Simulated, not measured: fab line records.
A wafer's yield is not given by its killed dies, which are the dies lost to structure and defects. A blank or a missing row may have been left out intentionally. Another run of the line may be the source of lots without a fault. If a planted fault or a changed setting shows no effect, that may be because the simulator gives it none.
Chamber matching    flow n5Finfet    N5_BEOL_M1_ALD_84 on aldMetal-03 has 4 sister chambers
The step deposits TaN, pulse time 2 s, purge time 3 s, co reactant purge time 2 s. 8 wafers are shown with their chamber, then 9 later ones without.

== WAFERS PAIRED WITH THEIR CHAMBERS ==
wafer   chamber  heaterPowerW (W)  precursorVesselTempC (C)
L077.2  2        438               75.00
L078.1  3        457               75.15
L078.3  2        432               74.89
L080.1  0        419               74.98
L080.5  1        379               74.94
L082.3  3        448               75.05
L082.5  1        371               74.92
L082.6  0        423               75.04

== WAFERS MISSING THEIR CHAMBER ==
wafer   heaterPowerW (W)  precursorVesselTempC (C)
L083.1  457               75.02
L083.5  446               75.04
L083.6  423               75.02
L091.1  363               75.05
L091.3  431               75.11
L091.4  444               74.91
L092.2  413               75.27
L092.3  382               74.97
L092.4  422               75.02

== WHICH CHAMBER EACH ONE RAN IN ==
wafer    from the rows above            in truth
L083.1   3                              3
L083.5   can't be placed: 3 or 2        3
L083.6   0                              0
L091.1   1                              1
L091.3   can't be placed: 0 or 2 or 3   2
L091.4   can't be placed: 2 or 3        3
L092.2   0                              0
L092.3   1                              1
L092.4   0                              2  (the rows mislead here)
Placed correctly: 5 of 9. Can't be placed from these rows: 3 (the true chamber is among the candidates in 3). Placed wrongly: 1.
How it was worked out, from the rows above alone: a wafer's distance from a chamber is the root of the sum, over the readings, of the square of ((its reading less the chamber's mean) divided by the reading's scatter). If the next closest chamber is less than 2 further off than the closest, the wafer can't be placed; otherwise it belongs to the closest. Each chamber's mean is taken over the wafers shown for it. The scatter: the root of (the sum of the squares of (reading less its chamber's mean) over the shown wafers, divided by (wafers less chambers)).
